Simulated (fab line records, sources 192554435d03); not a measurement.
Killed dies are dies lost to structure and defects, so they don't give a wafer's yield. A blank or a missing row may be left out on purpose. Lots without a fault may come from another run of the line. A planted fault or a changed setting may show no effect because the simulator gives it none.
Chamber matching | flow n5_finfet | N5_BEOL_M4_PECVD_72 on pecvd-03: 3 sister chambers
The step deposits SiO2 from TEOS/O2, target thk 16 nm, time 18 s. 6 wafers are shown with their chamber, then 8 later ones without.

WAFERS WITH THEIR CHAMBER
wafer  | chamber | showerhead_plenum_p_Torr (Torr) | throttle_valve_pct (%)
L087.5 | 0       | 8.90                            | 21.5
L087.6 | 1       | 8.78                            | 22.2
L089.1 | 1       | 8.78                            | 22.2
L089.4 | 2       | 8.72                            | 22.3
L089.6 | 0       | 8.92                            | 22.0
L091.3 | 2       | 8.75                            | 22.3

WAFERS WITHOUT THEIR CHAMBER
wafer  | showerhead_plenum_p_Torr (Torr) | throttle_valve_pct (%)
L091.4 | 8.79                            | 22.3
L091.6 | 8.91                            | 22.0
L093.1 | 8.81                            | 22.3
L093.4 | 8.79                            | 22.2
L093.6 | 8.74                            | 22.3
L094.1 | 8.75                            | 22.4
L094.2 | 8.81                            | 22.5
L094.3 | 8.90                            | 21.7

WHICH CHAMBER EACH WENT THROUGH
wafer  | from the rows above     | in truth
L091.4 | 1                       | 1
L091.6 | 0                       | 0
L093.1 | 1                       | 1
L093.4 | 1                       | 1
L093.6 | 2                       | 2
L094.1 | can't be placed: 2 or 1 | 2
L094.2 | 1                       | 1
L094.3 | 0                       | 0
Placed correctly: 7 of 8. Can't be placed from these rows: 1 (the true chamber is among the candidates in 1). Placed wrongly: 0.
How it was worked out, from the rows above alone: a wafer's distance from a chamber is the root of the sum, over the readings, of the square of ((its reading less the chamber's mean) divided by the reading's scatter). The wafer belongs to the nearest chamber; if the next one is less than 2 further off, it can't be placed. A chamber's mean is the mean of its shown wafers. The scatter: the root of (the sum of the squares of (reading less its chamber's mean) over the shown wafers, divided by (wafers less chambers)).
